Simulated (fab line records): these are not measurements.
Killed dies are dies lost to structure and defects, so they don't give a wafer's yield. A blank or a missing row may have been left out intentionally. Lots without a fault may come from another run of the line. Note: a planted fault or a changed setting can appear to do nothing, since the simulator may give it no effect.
Problem report, 8D (eight disciplines) form, completed by code || flow nand_harc || the parts of the form that need people (team, actions taken, sign-off) are left out

== 1. THE PROBLEM ==
At NHARC_P_GATE_INSPECT_68, raw_defect_count averages 1378 over 6 wafers from 2 lots, while fault-free wafers read 196, standard deviation 74. That puts it +16 standard deviations away from the usual mean.
Seen first at day 8 09:52 on defect_inspect-01, wafer L200.1. At this step, 42 wafers from 14 lots have a number in the record. Rule for "out", or "out of limits": more than 4 standard deviations from the usual mean. Any other wafer with a number is counted as sound.

== 2. WHAT THIS IS AND IS NOT ==
{"question": "which readings at this step", "is": "raw_defect_count", "is not": "-"}
{"question": "which lots", "is": "L200, L202", "is not": "L194, L206, L207, L209, L210, L211, L212, L213, L214, L215, L216, L217"}
{"question": "which wafers of those lots", "is": "all that have a number", "is not": "-"}
{"question": "read on which gauges", "is": "defect_inspect-01, defect_inspect-02", "is not": "-"}
{"question": "when", "is": "from day 8 09:52", "is not": "up to then (3 sound wafers); but 33 sound wafers of L206, L207, L209, L210, L211, L212, L213, L214, L215, L216, L217 came after"}

== 3. THE SUSPECTS, EACH WITH WHAT RULES IT OUT ==
Counting: a tool stays on the suspect list if, at a process step up to the reading, it processed all lots that are out and no sound lot following the first of them.
- the gauge at NHARC_P_GATE_INSPECT_68 has been ruled out. Those wafers that are out were read across 2 gauges (defect_inspect-01, defect_inspect-02).
- pvd_sputter-01 at NHARC_P_GATE_SPUTTER_79 (material TiN, target thk 10 nm): ruled out as a lasting fault. Following L200 (day 8 08:55), the first lot on it that is out, the sound lots L209, L210, L211, L217 were run on it.
Left after counting: nothing in the record.

== 4. THE CAUSE (what the simulator had put in) ==
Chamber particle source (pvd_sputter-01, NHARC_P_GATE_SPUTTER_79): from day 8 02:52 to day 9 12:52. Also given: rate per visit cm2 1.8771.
The count ruled it out by mistake, since the rule takes a fault to strike every lot its tool runs from the start of the fault on, and this one did not do so.

== 5. THE EFFECT CHAIN, in route order ==
Rows list readings where the struck wafers' mean (over those with a number) sits beyond 3 standard deviations from the usual. Only readings whose record carries a usual standard deviation are examined. hours: median over the lots of the time between each lot's start at the first step of this table that gives one and its start at this step. sigmas: the change, counted in usual standard deviations.
{"hours": 0, "step": "NHARC_P_GATE_INSPECT_68", "reading": "raw_defect_count", "usual": 196, "on struck wafers": 1378, "change": "+1182", "sigmas": "+16"}
{"hours": 442, "step": "NHARC_END_SORT_01", "reading": "killed_at_periphery", "usual": 4.0, "on struck wafers": 76.2, "change": "+72.2", "sigmas": "+25"}
{"hours": 442, "step": "NHARC_END_SORT_01", "reading": "killed_dies", "usual": 50, "on struck wafers": 100, "change": "+50", "sigmas": "+3.3"}
Later measuring or inspecting steps at which every struck wafer that the step has a row for has a number for every such reading, and none has moved that far: NHARC_P_CONTACT_CD_MEAS_12.

== 6. WHAT WOULD HAVE CAUGHT IT SOONER ==
7 hours passed between the start of the fault at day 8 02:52 and the first reading out of limits at a measuring or inspecting step in this record, taken at day 8 09:52.
